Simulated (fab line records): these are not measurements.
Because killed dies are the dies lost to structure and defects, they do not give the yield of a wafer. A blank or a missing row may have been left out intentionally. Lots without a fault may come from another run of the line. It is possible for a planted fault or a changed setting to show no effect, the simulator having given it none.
Lot-split experiment | flow n5Finfet | route with 1938 steps; 7 lots, 21 wafers read

## THE SPLIT
At N5_PASSIVATION_SPUTTER_20 (material TaN, target thk 50 nm), the setting targetThkA was moved away from the recipe's 500 angstrom on 7 of the 21 wafers read, by -7.8% to +11.1%. This setting was run at the recipe's value on the other wafers.

The split's own step is where the reading is taken.

## THE READING
TaN_of_PASSIVATION_SPUTTER_20.thkNm (the simulator's own value, which no gauge read), in nm, at N5_PASSIVATION_SPUTTER_20 (material TaN, target thk 50 nm). The file does not state a usual value for it. Across the 14 wafers here that went through the recipe, the average is 50.4 nm and the standard deviation 0.31 nm.

wafer  | tool, chamber at the split | targetThkA as run, angstrom | against the recipe | TaN_of_PASSIVATION_SPUTTER_20.thkNm, nm | against lot-mates on the recipe
L074.1 | pvdSputter-02, -           | 500                         | recipe             | 50.2                                    | -
L074.3 | pvdSputter-02, -           | 500                         | recipe             | 50.4                                    | -
L074.5 | pvdSputter-02, -           | 500                         | recipe             | 50.6                                    | -
L076.1 | pvdSputter-01, -           | 463.7                       | -7.3%              | 46.8                                    | -3.8
L076.4 | pvdSputter-01, -           | 500                         | recipe             | 50.6                                    | -
L076.5 | pvdSputter-01, -           | 463.7                       | -7.3%              | 47.4                                    | -3.2
L077.1 | pvdSputter-01, -           | 500                         | recipe             | 50.8                                    | -
L077.5 | pvdSputter-01, -           | 500                         | recipe             | 50.8                                    | -
L077.4 | pvdSputter-01, -           | 522.9                       | +4.6%              | 53.2                                    | +2.4
L080.1 | pvdSputter-03, -           | 500                         | recipe             | 50.6                                    | -
L080.2 | pvdSputter-03, -           | 500                         | recipe             | 50                                      | -
L080.6 | pvdSputter-03, -           | 500                         | recipe             | 51                                      | -
L083.4 | pvdSputter-02, -           | 500                         | recipe             | 50                                      | -
L083.5 | pvdSputter-02, -           | 461.2                       | -7.8%              | 45.6                                    | -4.4
L083.6 | pvdSputter-02, -           | 461.2                       | -7.8%              | 45.8                                    | -4.2
L082.1 | pvdSputter-02, -           | 500                         | recipe             | 50                                      | -
L082.4 | pvdSputter-02, -           | 500                         | recipe             | 50.4                                    | -
L082.6 | pvdSputter-02, -           | 500                         | recipe             | 50.4                                    | -
L086.3 | pvdSputter-02, -           | 555.4                       | +11.1%             | 55                                      | +4.8
L086.4 | pvdSputter-02, -           | 500                         | recipe             | 50.2                                    | -
L086.5 | pvdSputter-02, -           | 555.4                       | +11.1%             | 55.6                                    | +5.4

THE FIT
A straight line over all 21 wafers: TaN_of_PASSIVATION_SPUTTER_20.thkNm changes by +0.492 nm for each +1% of targetThkA; r = +0.98; the points scatter about the line by 0.47 nm.
The same after taking each lot's own level away (the mean of its wafers on the recipe; 21 wafers): +0.49 nm for each +1%; r = +0.99; scatter 0.3 nm.
The reading moves by 5.4 nm for the largest change in targetThkA, on that fit.
The span of the lots' own levels, 50.00 to 50.80 nm, comes to 2.6 times the standard deviation stated above.
Consequently the slope shifts little with the lot-to-lot level, the two slopes agreeing.
Check: with one of the wafers moved furthest among these (+11.1%) left out of the fit, the line predicts +5.61 nm for it against its lot-mates. It came out at +4.8 nm against them.

## THE OTHER SPLITS THESE WAFERS WENT THROUGH
Other splits were also applied to these wafers ahead of the reading. Each is held against what the fit with the lots' levels taken away leaves over:
other split on the same wafers   | wafers away from the commonest value | r with TaN_of_PASSIVATION_SPUTTER_20.thkNm (lot level and that fit taken away)
N5_BEOL_M12_ETCH_59 biasW        | 7                                    | -0.25
N5_BEOL_M13_TRENCH_ETCH_34 timeS | 10                                   | -0.17
N5_BEOL_M13_SPUTTER_43 timeS     | 7                                    | +0.10
N5_BEOL_M15_COAT_04 spinRpm      | 9                                    | -0.34
N5_BEOL_M15_ETCH_61 timeS        | 7                                    | -0.06
N5_BEOL_M15_SPUTTER_44 powerW    | 7                                    | -0.21

## FILE'S OWN FIT
TaN_of_PASSIVATION_SPUTTER_20.thkNm changes by +0.492 nm for each +1% of targetThkA, r = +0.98.
